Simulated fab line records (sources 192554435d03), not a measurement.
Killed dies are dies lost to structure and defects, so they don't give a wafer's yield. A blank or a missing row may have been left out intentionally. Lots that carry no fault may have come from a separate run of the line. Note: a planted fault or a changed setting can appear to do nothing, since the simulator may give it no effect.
Split-lot trial ; flow n5_finfet ; on a route of 1938 steps: 7 lots, 21 wafers read

SPLIT DETAILS
At N5_BEOL_M11_TRENCH_ETCH_37 (etches SiCOH lowk in C4F6/O2, target depth 148.83 nm, time 48 s), the setting bias_w was moved away from the recipe's 185 W on 4 of the 21 wafers read, by -13.6% to +16.2%. This setting was run at the recipe's value on the other wafers.

FROM THE SPLIT TO THE READING: what the file shows between them, 2 steps
- N5_BEOL_M11_ETCH_41: etches SiCN in CH3F/O2, target depth 42.6 nm, time 86 s
- N5_BEOL_M11_STRIP_77: strips in N2/H2, time 10 s

THE READING
trench_depth_nm, in nm, at N5_BEOL_M11_OCD_MEAS_38. Typical for fault-free wafers on this fab line: 148.1 nm, with standard deviation 2.5 nm.

wafer;tool, chamber at the split;bias_w as run, W;against the recipe;trench_depth_nm, nm;against lot-mates on the recipe
L076.1;rie_diel-06, 0;185;recipe;146.1;-
L076.3;rie_diel-06, 1;207.7;+12.3%;154.4;+9.0
L076.5;rie_diel-06, 2;185;recipe;144.8;-
L080.1;rie_diel-04, 3;185;recipe;148.4;-
L080.2;rie_diel-04, 1;185;recipe;146.8;-
L080.3;rie_diel-04, 2;185;recipe;149.3;-
L081.2;rie_diel-06, 2;185;recipe;147.2;-
L081.3;rie_diel-06, 0;159.8;-13.6%;142.1;-5.5
L081.5;rie_diel-06, 2;185;recipe;147.9;-
L089.1;rie_diel-04, 3;185;recipe;147.0;-
L089.2;rie_diel-04, 1;185;recipe;146.9;-
L089.4;rie_diel-04, 0;215;+16.2%;157.7;+10.8
L088.3;rie_diel-02, 3;185;recipe;143.6;-
L088.4;rie_diel-02, 2;185;recipe;148.5;-
L088.5;rie_diel-02, 0;185;recipe;143.0;-
L097.1;rie_diel-04, 2;185;recipe;150.0;-
L097.2;rie_diel-04, 1;207.9;+12.4%;151.1;+2.7
L097.4;rie_diel-04, 1;185;recipe;146.8;-
L095.2;rie_diel-02, 1;185;recipe;145.2;-
L095.4;rie_diel-02, 0;185;recipe;146.6;-
L095.5;rie_diel-02, 1;185;recipe;145.2;-

THE FIT
A straight line over all 21 wafers: trench_depth_nm changes by +0.512 nm for each +1% of bias_w; r = +0.84; the points scatter about the line by 2 nm.
The same after taking each lot's own level away (the mean of its wafers on the recipe; 21 wafers): +0.516 nm for each +1%; r = +0.88; scatter 1.7 nm.
Per that fit: largest bias_w move, reading shift of 8.4 nm.
The lots' own levels span 145.03 to 148.40 nm, that is 1.3 times the standard deviation above.
The two slopes are in agreement: the lot-to-lot level therefore moves the slope only a little.
Check: for one of the wafers moved furthest among these (+16.2%), held out of the fit, the line's prediction against its lot-mates is +7.25 nm. It came out at +10.8 nm against them.
Tool readings at the split's step, against how far the setting was moved: rf_vpp_V r = +0.94.

FURTHER SPLITS ON THESE WAFERS
Other splits were also applied to these wafers ahead of the reading. Each is held against what the fit with the lots' levels taken away leaves over:
other split on the same wafers;wafers away from the commonest value;r with trench_depth_nm (lot level and that fit taken away)
N5_BEOL_M10_EXPOSE_25 dose_mj;3;-0.39
N5_BEOL_M10_VIA_ETCH_34 source_w;8;+0.15
N5_BEOL_M11_ETCH_66 time_s;7;+0.12

THE WHOLE CHAIN: every reading that the file lists as answering this split, in the file's order
step;what it does;reading;change (the file's fit);r (the file's)
N5_BEOL_M11_TRENCH_ETCH_37;etches SiCOH lowk in C4F6/O2, target depth 148.83 nm, time 48 s;rf_vpp_V;+5.15 V for each +1% of the setting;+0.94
N5_BEOL_M11_TRENCH_ETCH_37;etches SiCOH lowk in C4F6/O2, target depth 148.83 nm, time 48 s;BEOL_M11.feature_depth_nm (the simulator's own value, which no gauge read);+0.539 nm for each +1% of the setting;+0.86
N5_BEOL_M11_TRENCH_ETCH_37;etches SiCOH lowk in C4F6/O2, target depth 148.83 nm, time 48 s;etch.depth_nm (the simulator's own value, which no gauge read);+0.539 nm for each +1% of the setting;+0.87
N5_BEOL_M11_OCD_MEAS_38;;trench_depth_nm;+0.519 nm for each +1% of the setting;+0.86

FILE'S OWN FIT
trench_depth_nm changes by +0.519 nm for each +1% of bias_w, r = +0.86.
